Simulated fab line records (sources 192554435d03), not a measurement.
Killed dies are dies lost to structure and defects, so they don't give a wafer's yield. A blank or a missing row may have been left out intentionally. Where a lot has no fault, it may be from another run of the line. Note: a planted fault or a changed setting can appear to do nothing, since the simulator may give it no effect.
fab line records	flow n5-finfet	part 2 of 2: steps 5 to 6 of 6
record lots=21	wafers=63	last-day=19
route steps=1938 shown MOL_CONTACT_COAG@603 BEOL_M0_SAQP@662 BEOL_M0_CUTY@712 BEOL_M0@715
lots that met no fault: taken from a fault-free run of the same line
start-h: start of the lot's first displayed wafer, in hours after the record's first day	wait-h: how many hours have passed since the lot's step before this one	" repeats the value in the row above	L1.1+2: several wafers, shown together as one row	- no value, or no start was given	* or withheld: withheld	< > ~ a bound
route shown NAME@n: a module of which the file shows steps, and the number in the route of the first	usual: mean/standard deviation taken from wafers without a fault	same: alike in all rows	chamber/n: place in a boat	sites: the reading at each site	_std_site: how widely they spread, as a standard deviation	_edge_site: the outer-site mean with the inner-site mean subtracted	radius-mm: for every site, how far away it sits from the centre of the wafer	mask NAME#n: copy n	behind: tool/chamber where the wafer was last shaped	hold: what put the lot on hold/how long, in hours/how the hold closed	device: the transistor (n, p or np) that didn't switch	end of line: tests run on the same wafers once the route is complete	a step without rows: its recipe alone	killed: dies that structure and defects cost at the first sort, which is not the same as the wafer's yield	map: a wafer's dies, marking killed ones x, the rest . and places with no die _
set.NAME: the setting the step ran with; set.NAME@STEP: the setting that earlier step ran with	model.NAME: the simulator's own value behind a step, which no gauge read
the route's steps for a sample of lots (tables are steps, rows are wafers)
services: the hour from which a tool's chamber was out of use, counted from the record's first day as start-h (under 0 if before that day), plus the number of hours and why
## steps
# step N5_BEOL_M0_CUTY_ETCH_62
# recipe chemistry=CF4	target=SiARC	mask-material=CAR-ArF-block	time-s=58.5	ion-energy-ev=80	pressure-mtorr=40	source-w=545	bias-w=36	Ar_flow_sccm=100	cf4-flow-sccm=100	ends=cleared
# usual bias-w=36.00/0.12	drypump-motor-current-A=5.4/0.36	etch-rf-on-time-s=58.1/0.77	oes-product-au=0.68/0.068	rf-vpp-V=184.4/1	showerhead-plenum-p-Torr=2.17/0.051	throttle-valve-pct=15.63/0.19
lot.wafer	tool	chamber	start-h	wait-h	bias-w	drypump-motor-current-A	etch-rf-on-time-s	oes-product-au	rf-hours-counter-h	rf-vpp-V	showerhead-plenum-p-Torr	throttle-valve-pct
L074.2	rie-diel-01	3	115.57	0.0	36.03	5.7	58.0	0.80	17	183.2	2.10	15.35
L074.3	"	2	"	"	36.05	6.1	58.1	0.79	26	185.7	2.26	15.29
L074.4	"	0	"	"	36.03	5.3	58.1	0.77	39	185.2	2.27	15.33
L076.2	rie-diel-02	1	123.63	0.0	35.94	4.7	58.0	0.72	80	186.6	2.16	15.76
L076.3	"	0	"	"	36.10	5.6	57.2	0.61	203	185.3	2.20	16.01
L076.5	"	1	"	"	35.87	4.7	57.8	0.72	-	181.8	2.16	15.76
L075.4	rie-diel-02	3	125.02	0.0	36.08	5.1	58.7	0.65	155	184.5	2.22	15.56
L075.5	"	1	"	"	35.86	4.7	58.0	0.72	-	183.8	2.16	15.78
L075.6	"	0	"	"	36.10	5.7	56.5	0.62	-	185.3	2.20	16.00
L077.4	rie-diel-01	0	136.18	0.0	35.87	5.3	57.3	0.77	47	185.9	2.26	15.33
L077.5	"	0	"	"	35.75	5.3	58.2	0.76	-	185.2	2.26	15.34
L077.6	"	1	"	"	36.03	5.9	58.3	0.59	-	183.8	2.21	15.67
L078.1	rie-diel-02	3	150.20	0.0	36.21	5.1	58.4	0.64	164	183.4	2.22	15.58
L078.3	"	2	"	"	36.15	5.5	58.8	0.63	170	183.6	2.13	15.52
L078.4	"	1	"	"	35.85	4.7	57.6	0.72	85	184.9	2.16	15.77
L079.2	rie-diel-01	3	154.90	0.0	35.98	5.7	57.8	0.77	32	183.7	2.09	15.38
L079.5	"	3	"	"	36.01	5.7	57.5	0.78	-	184.2	2.09	15.38
L079.6	"	0	"	"	36.19	5.3	57.8	0.75	-	186.2	2.26	15.35
L080.2	rie-diel-04	0	155.74	0.0	35.83	5.7	59.0	0.61	213	183.2	2.12	15.78
L080.3	"	1	"	"	36.00	5.4	57.2	0.78	25	184.2	2.10	15.48
L080.6	"	2	"	"	35.92	5.4	57.6	0.74	-	184.2	2.17	15.55
L082.2	rie-diel-02	1	170.29	0.0	35.88	4.7	57.7	0.72	91	185.5	2.16	15.78
L082.4	"	0	"	"	36.21	5.6	57.3	0.60	219	185.4	2.20	16.02
L082.5	"	2	"	"	35.97	5.5	58.6	0.63	-	185.4	2.13	15.54
L083.2	rie-diel-04	0	170.55	0.0	35.86	5.8	58.7	0.61	219	184.3	2.12	15.81
L083.3	"	2	"	"	36.00	5.4	57.3	0.74	64	183.4	2.17	15.58
L083.6	"	0	"	"	35.85	5.7	59.1	0.61	-	185.0	2.12	15.81
L084.2	rie-diel-04	1	174.42	0.0	36.07	5.4	56.8	0.77	32	183.9	2.10	15.49
L084.3	"	3	"	"	35.95	5.6	57.2	0.74	49	183.9	2.17	15.54
L084.4	"	0	"	"	36.19	5.7	58.9	0.61	220	185.1	2.12	15.82
L085.1	rie-diel-04	1	177.69	0.0	36.08	5.5	57.5	0.77	33	183.4	2.10	15.49
L085.2	"	2	"	"	36.10	5.4	57.5	0.74	66	184.4	2.17	15.58
L085.3	"	3	"	"	36.04	5.6	58.6	0.73	50	184.2	2.17	15.54
L087.2	rie-diel-01	1	198.89	0.0	36.19	5.9	58.6	0.58	227	184.8	2.20	15.72
L087.4	"	0	"	"	35.91	5.2	58.1	0.73	66	185.0	2.26	15.39
L087.5	"	1	"	"	36.01	5.9	58.2	0.58	-	185.1	2.20	15.71
L088.2	rie-diel-04	1	201.44	0.0	35.93	5.4	57.4	0.75	41	184.2	2.10	15.50
L088.3	"	0	"	"	36.10	5.7	58.5	0.60	229	183.2	2.11	15.82
L088.5	"	1	"	"	35.88	5.4	57.3	0.76	-	182.3	2.10	15.50
L090.2	rie-diel-04	3	210.37	0.0	35.72	5.6	57.8	0.73	61	185.6	2.17	15.59
L090.3	"	2	"	"	35.98	5.4	58.0	0.72	77	182.3	2.17	15.60
L090.4	"	0	"	"	35.80	5.8	59.3	0.60	-	184.0	2.11	15.85
L091.1	rie-diel-02	2	213.12	0.0	35.75	5.5	58.9	0.62	193	184.2	2.12	15.57
L091.3	"	0	"	"	36.07	5.7	56.9	0.59	233	185.1	2.19	16.07
L091.6	"	2	"	"	35.82	5.5	58.4	0.62	-	185.7	2.12	15.56
L092.2	rie-diel-02	3	218.81	0.0	35.95	5.1	60.3	0.61	187	184.2	2.21	15.63
L092.5	"	2	"	"	35.90	5.5	58.9	0.61	-	183.8	2.12	15.58
L092.6	"	3	"	"	35.99	5.1	60.2	0.62	-	185.3	2.21	15.61
L093.1	rie-diel-02	3	228.81	0.0	36.03	5.1	60.0	0.61	190	184.4	2.21	15.63
L093.3	"	1	"	"	35.94	4.6	58.9	0.69	110	185.6	2.15	15.82
L093.6	"	3	"	"	36.09	5.1	59.6	0.62	-	184.2	2.21	15.63
L094.1	rie-diel-04	3	234.11	0.0	36.03	5.6	57.6	0.71	69	186.2	2.17	15.59
L094.2	"	2	"	"	36.08	5.4	57.4	0.72	85	184.2	2.16	15.62
L094.3	"	0	"	"	35.91	5.8	58.6	0.60	237	184.8	2.11	15.85
L095.2	rie-diel-04	1	241.89	0.0	35.99	5.4	57.9	0.73	49	184.4	2.10	15.52
L095.3	"	2	"	"	36.07	5.4	57.6	0.72	88	184.2	2.16	15.62
L095.6	"	2	"	"	36.16	5.4	56.8	0.72	-	184.1	2.16	15.62
L097.1	rie-diel-02	3	255.24	0.0	36.01	5.1	59.5	0.61	202	185.5	2.21	15.65
L097.3	"	2	"	"	36.00	5.5	58.7	0.60	206	185.1	2.12	15.61
L097.6	"	1	"	"	36.05	4.6	58.8	0.68	-	182.8	2.15	15.84
L096.4	rie-diel-02	0	255.69	0.0	35.85	5.6	57.4	0.58	249	185.1	2.19	16.11
L096.5	"	3	"	"	35.94	5.1	59.4	0.61	-	183.7	2.21	15.67
L096.6	"	2	"	"	36.15	5.5	58.7	0.61	-	183.1	2.12	15.60
# step N5_BEOL_M0_ETCH_138
# recipe chemistry=CH3F/O2	target-depth-a=120	target=SiCN	time-s=31.6	ion-energy-ev=120	pressure-mtorr=30	source-w=395	bias-w=75	Ar_flow_sccm=150	CH3F_flow_sccm=30	O2_flow_sccm=20	ends=cleared
# usual bias-w=74.97/0.22	drypump-motor-current-A=5.4/0.36	etch-rf-on-time-s=29.0/0.71	oes-product-au=0.68/0.069	rf-vpp-V=297.9/1.3	showerhead-plenum-p-Torr=2.03/0.051	throttle-valve-pct=16.34/0.19
lot.wafer	tool	chamber	start-h	wait-h	bias-w	drypump-motor-current-A	etch-rf-on-time-s	oes-product-au	rf-hours-counter-h	rf-vpp-V	showerhead-plenum-p-Torr	throttle-valve-pct
L074.2	rie-diel-01	3	115.74	0.0	74.82	5.7	29.3	0.80	17	297.2	1.96	16.06
L074.3	"	2	"	"	75.35	6.1	29.8	0.79	26	301.0	2.13	16.01
L074.4	"	0	"	"	74.85	5.2	29.5	0.78	39	300.1	2.12	16.02
L076.2	rie-diel-02	1	123.80	0.0	75.37	4.6	29.0	0.72	80	297.9	2.02	16.49
L076.3	"	0	"	"	75.30	5.6	29.1	0.61	203	299.9	2.06	16.68
L076.5	"	1	"	"	74.74	4.7	29.8	0.71	-	297.6	2.02	16.51
L075.4	rie-diel-02	3	125.19	0.0	75.01	5.1	30.7	0.64	155	300.6	2.08	16.29
L075.5	"	1	"	"	74.53	4.7	29.1	0.71	-	296.2	2.02	16.51
L075.6	"	0	"	"	75.01	5.7	28.6	0.61	-	298.2	2.06	16.69
L077.4	rie-diel-01	0	136.35	0.0	74.86	5.2	28.7	0.76	47	299.8	2.12	16.03
L077.5	"	0	"	"	74.90	5.2	29.1	0.75	-	298.7	2.12	16.05
L077.6	"	1	"	"	75.04	5.9	29.6	0.59	-	298.8	2.07	16.38
L078.1	rie-diel-02	3	150.37	0.0	74.84	5.1	29.2	0.64	164	299.3	2.08	16.29
L078.3	"	2	"	"	74.79	5.5	29.2	0.63	170	298.4	1.99	16.26
L078.4	"	1	"	"	75.04	4.7	29.3	0.71	85	297.5	2.02	16.51
L079.2	rie-diel-01	3	155.07	0.0	75.25	5.7	28.4	0.76	33	297.7	1.95	16.12
L079.5	"	3	"	"	74.87	5.7	29.7	0.77	-	297.3	1.95	16.10
L079.6	"	0	"	"	75.04	5.3	29.2	0.75	-	301.1	2.11	16.02
L080.2	rie-diel-04	0	155.91	0.0	74.95	5.7	28.3	0.61	213	297.3	1.98	16.48
L080.3	"	1	"	"	74.98	5.4	27.4	0.77	26	295.3	1.96	16.16
L080.6	"	2	"	"	74.59	5.4	28.8	0.75	-	297.5	2.03	16.29
L082.2	rie-diel-02	1	170.46	0.0	74.68	4.7	29.0	0.71	91	295.8	2.02	16.52
L082.4	"	0	"	"	74.58	5.7	29.0	0.60	219	298.8	2.05	16.70
L082.5	"	2	"	"	74.81	5.5	30.4	0.62	-	296.5	1.99	16.27
L083.2	rie-diel-04	0	170.72	0.0	74.79	5.8	28.5	0.61	219	295.9	1.97	16.50
L083.3	"	2	"	"	74.73	5.4	28.3	0.73	64	297.8	2.03	16.30
L083.6	"	0	"	"	74.91	5.7	28.8	0.61	-	297.0	1.97	16.50
L084.2	rie-diel-04	1	174.59	0.0	75.26	5.4	29.0	0.77	32	297.0	1.95	16.18
L084.3	"	3	"	"	74.65	5.6	28.1	0.73	49	296.9	2.03	16.28
L084.4	"	0	"	"	74.61	5.7	29.7	0.60	220	295.5	1.97	16.49
L085.1	rie-diel-04	1	177.86	0.0	74.82	5.4	28.4	0.76	33	296.3	1.95	16.18
L085.2	"	2	"	"	74.74	5.4	27.9	0.73	66	296.7	2.03	16.30
L085.3	"	3	"	"	75.18	5.6	27.7	0.74	50	295.9	2.03	16.26
L087.2	rie-diel-01	1	199.06	0.0	75.01	5.9	28.2	0.58	227	299.7	2.06	16.43
L087.4	"	0	"	"	74.81	5.3	29.5	0.74	66	299.3	2.11	16.08
L087.5	"	1	"	"	74.82	5.9	29.9	0.57	-	298.6	2.06	16.44
L088.2	rie-diel-04	1	201.61	0.0	75.06	5.4	28.9	0.75	41	296.8	1.95	16.18
L088.3	"	0	"	"	74.94	5.7	29.4	0.60	229	297.2	1.97	16.50
L088.5	"	1	"	"	74.80	5.4	28.4	0.75	-	297.1	1.95	16.19
L090.2	rie-diel-04	3	210.54	0.0	75.00	5.6	28.4	0.72	61	297.3	2.03	16.29
L090.3	"	2	"	"	74.95	5.4	29.5	0.72	77	299.0	2.03	16.33
L090.4	"	0	"	"	75.21	5.7	29.5	0.60	-	297.0	1.97	16.51
L091.1	rie-diel-02	2	213.29	0.0	74.54	5.5	28.5	0.61	193	297.0	1.99	16.30
L091.3	"	0	"	"	74.91	5.7	28.5	0.59	233	297.3	2.05	16.73
L091.6	"	2	"	"	74.64	5.5	28.8	0.61	-	297.6	1.99	16.28
L092.2	rie-diel-02	3	218.98	0.0	75.05	5.1	30.3	0.62	187	299.2	2.07	16.33
L092.5	"	2	"	"	75.18	5.5	29.2	0.61	-	295.6	1.98	16.30
L092.6	"	3	"	"	75.01	5.1	30.3	0.62	-	299.4	2.07	16.33
L093.1	rie-diel-02	3	228.98	0.0	75.28	5.1	30.7	0.62	190	299.1	2.07	16.34
L093.3	"	1	"	"	75.03	4.7	30.1	0.69	110	297.2	2.01	16.53
L093.6	"	3	"	"	75.21	5.1	29.6	0.62	-	297.8	2.07	16.35
L094.1	rie-diel-04	3	234.27	0.0	75.04	5.6	28.2	0.72	69	297.8	2.03	16.31
L094.2	"	2	"	"	75.05	5.4	27.9	0.72	85	299.9	2.03	16.34
L094.3	"	0	"	"	74.98	5.7	28.5	0.59	237	296.3	1.97	16.54
L095.2	rie-diel-04	1	242.06	0.0	75.29	5.4	28.4	0.73	49	295.6	1.95	16.19
L095.3	"	2	"	"	74.58	5.4	28.3	0.70	88	298.3	2.02	16.34
L095.6	"	2	"	"	74.99	5.4	28.8	0.70	-	297.3	2.03	16.35
L097.1	rie-diel-02	3	255.41	0.0	75.00	5.1	29.0	0.61	202	299.8	2.07	16.37
L097.3	"	2	"	"	74.92	5.5	28.6	0.60	206	298.3	1.98	16.32
L097.6	"	1	"	"	74.75	4.7	29.0	0.67	-	299.1	2.01	16.59
L096.4	rie-diel-02	0	255.86	0.0	74.83	5.7	28.8	0.58	249	298.1	2.04	16.77
L096.5	"	3	"	"	75.09	5.1	30.5	0.61	-	297.4	2.07	16.37
L096.6	"	2	"	"	75.02	5.5	29.2	0.61	-	297.1	1.98	16.32
## services
tool	chamber	start-h	hours	kind
vapor-etch-02	-	87.54	0.3	repair
rie-diel-04	-	89.16	0.4	repair
vapor-etch-01	-	98.38	0.1	repair
rie-si-03	-	106.36	0.2	repair
rie-si-05	-	108.66	0.3	repair
rie-diel-02	0	113.52	7.3	repair
rie-diel-01	1	136.85	10.3	repair
rie-diel-02	1	137.28	9.5	repair
rie-si-04	0	143.64	3.5	repair
vapor-etch-01	-	144.17	28.1	pm
rie-diel-06	1	144.27	14.9	repair
rie-diel-04	3	144.66	14.2	repair
rie-diel-02	-	159.50	1.4	repair
rie-si-04	0	164.24	2.1	repair
rie-diel-05	3	175.74	3.6	repair
rie-diel-01	0	183.85	7.7	repair
rie-diel-02	3	195.74	3.8	repair
rie-diel-04	1	207.48	14.3	repair
rie-diel-04	-	209.64	0.6	repair
rie-diel-04	0	217.81	6.3	repair
rie-diel-02	2	227.15	4.2	repair
rie-diel-06	0	235.18	4.9	repair
rie-diel-01	-	238.63	15.6	pm
rie-diel-02	2	252.28	2.4	repair
